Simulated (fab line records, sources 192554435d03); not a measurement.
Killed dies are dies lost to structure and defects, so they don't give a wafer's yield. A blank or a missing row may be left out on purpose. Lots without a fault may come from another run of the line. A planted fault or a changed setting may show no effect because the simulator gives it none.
A struck lot beside a sound one | flow n5_finfet | 14 steps out of a route of 1938
Sound: wafers L583.4, L583.5, L583.6. Struck: wafers L587.2, L587.5, L587.6. The cause comes at the end.
At each step with rows: each side's tool, then ch and its chambers, then its first start. Under that, the readings that differ: sound wafers | struck wafers | difference of the means | sigmas: that difference in standard deviations of wafers without a fault.
alike: readings whose means differ by less than 2 such deviations, and words and numbers that are the same on both sides. not compared: withheld readings, readings that some wafer has no value for, bounds like >300 that may hide the same value, and numbers for which the record gives no deviation and whose values overlap.
The two part at a step that has a row with sigmas, a row that says differs or no value, or rows on one side only. Numbers that don't overlap but have no deviation are shown without sigmas and don't part them. A reading that every wafer of one side lacks parts them only if that side has two wafers or more.

N5_BEOL_M15_VIA_ETCH_16: etches SiO2 in C4F8/O2/Ar, target depth 1792.2 nm.
  sound on rie_diel-03 ch 0,2,3, day 13 16:39; struck on rie_diel-02 ch 0,1,2, day 14 11:14
  alike: drypump_motor_current_A, he_inner_torr, oes_product_au, rf_vpp_V, showerhead_plenum_p_Torr, throttle_valve_pct
N5_BEOL_M15_STRIP_63: strips in O2.
  sound on rie_diel-03 ch 0,2,3; struck on rie_diel-02 ch 0,1,2
  alike: drypump_motor_current_A, oes_product_au, rf_vpp_V, showerhead_plenum_p_Torr, throttle_valve_pct
  not compared: rf_hours_counter_h
N5_BEOL_M15_STRIP_64: strips in O2.
  sound on rie_diel-03 ch 0,2,3; struck on rie_diel-02 ch 0,1,2
  alike: drypump_motor_current_A, oes_product_au, rf_vpp_V, showerhead_plenum_p_Torr, throttle_valve_pct
  not compared: rf_hours_counter_h
then, 2 steps without rows for these wafers: N5_BEOL_M15_STRIP_65 (strips in post etch residue remover, time 60 s); N5_BEOL_M15_SRD_66 (time 30 s, dry time 30 s).
N5_BEOL_M15_CD_MEAS_17: target cd 360 nm.
  sound on cd_sem-03, day 13 17:04; struck on cd_sem-01, day 14 11:38
  alike: cd_nm
then, 1 step without rows for these wafers: N5_BEOL_M15_COAT_56 (time 60 s, resist thk 550 nm).
N5_BEOL_M15_ETCH_57: etches SOC in N2/H2, time 750 s.
  sound on rie_diel-01 ch 0,2,3, day 13 17:10; struck on rie_diel-02 ch 0,1,2, day 14 11:46
  alike: drypump_motor_current_A, oes_product_au, rf_vpp_V, showerhead_plenum_p_Torr, throttle_valve_pct
  not compared: rf_hours_counter_h
then, 4 steps without rows for these wafers: N5_BEOL_M15_COAT_60 (time 60 s, resist thk 89 nm); N5_BEOL_M15_COAT_22 (resist thk 800 nm); N5_BEOL_M15_EBR_24; N5_BEOL_M15_SOFTBAKE_23 (time 60 s).
N5_BEOL_M15_EXPOSE_25: exposes mask M15, target cd 400 nm.
  sound on krf_scanner-01 ch 0, day 13 17:54; struck on krf_scanner-01 ch 0, day 14 12:29
  reading              | sound             | struck            | difference | sigmas
  exposure_dose_mJ_cm2 | 35.45 35.46 35.43 | 34.87 34.88 34.84 | -0.58      | -14
  alike: mask
then, 1 step without rows for these wafers: N5_BEOL_M15_PEB_26 (peb time 90 s).

WHERE THEY PART
Only at N5_BEOL_M15_EXPOSE_25, within this record.

WHY: what the simulator had put in
Process parameter drift: krf_scanner-01, from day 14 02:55 on, at N5_BEOL_M15_EXPOSE_25. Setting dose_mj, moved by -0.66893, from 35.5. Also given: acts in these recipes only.
